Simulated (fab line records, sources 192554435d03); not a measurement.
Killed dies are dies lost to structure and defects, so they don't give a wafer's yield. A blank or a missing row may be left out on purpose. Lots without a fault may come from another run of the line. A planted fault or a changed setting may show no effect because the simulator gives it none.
Chamber matching | flow n5_finfet | N5_BEOL_M10_CMP_52 on cmp-01: 4 sister chambers
The step polishes, stops on SiCOH lowk, t overpolish 7 s, target thk 140 nm. 4 wafers are shown with their chamber, then 8 later ones without.

WAFERS WITH THEIR CHAMBER
wafer  | chamber | motor_current_A (A)
L079.4 | 1       | 5.4
L090.3 | 0       | 6.2
L090.4 | 3       | 6.1
L094.1 | 2       | 6.2

WAFERS WITHOUT THEIR CHAMBER
wafer  | motor_current_A (A)
L094.3 | 5.9
L094.5 | 6.3
L097.4 | 6.5
L097.5 | 6.0
L097.6 | 6.5
L096.1 | 5.8
L096.4 | 5.4
L096.6 | 6.4

WHICH CHAMBER EACH WENT THROUGH
wafer  | from the rows above               | in truth
L094.3 | can't be placed: 3 or 0 or 2 or 1 | 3
L094.5 | can't be placed: 0 or 2 or 3      | 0
L097.4 | can't be placed: 0 or 2 or 3      | 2
L097.5 | can't be placed: 3 or 0 or 2      | 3
L097.6 | can't be placed: 0 or 2 or 3      | 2
L096.1 | can't be placed: 3 or 1 or 0 or 2 | 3
L096.4 | 1                                 | 1
L096.6 | can't be placed: 0 or 2 or 3      | 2
Placed correctly: 1 of 8. Can't be placed from these rows: 7 (the true chamber is among the candidates in 7). Placed wrongly: 0.
How it was worked out, from the rows above alone: a wafer's distance from a chamber is the root of the sum, over the readings, of the square of ((its reading less the chamber's mean) divided by the reading's scatter). The wafer belongs to the nearest chamber; if the next one is less than 2 further off, it can't be placed. A chamber's mean is the mean of its shown wafers. The scatter: with one shown wafer a chamber, the root of the mean of the squares of how far each hidden wafer lies from its nearest shown one.
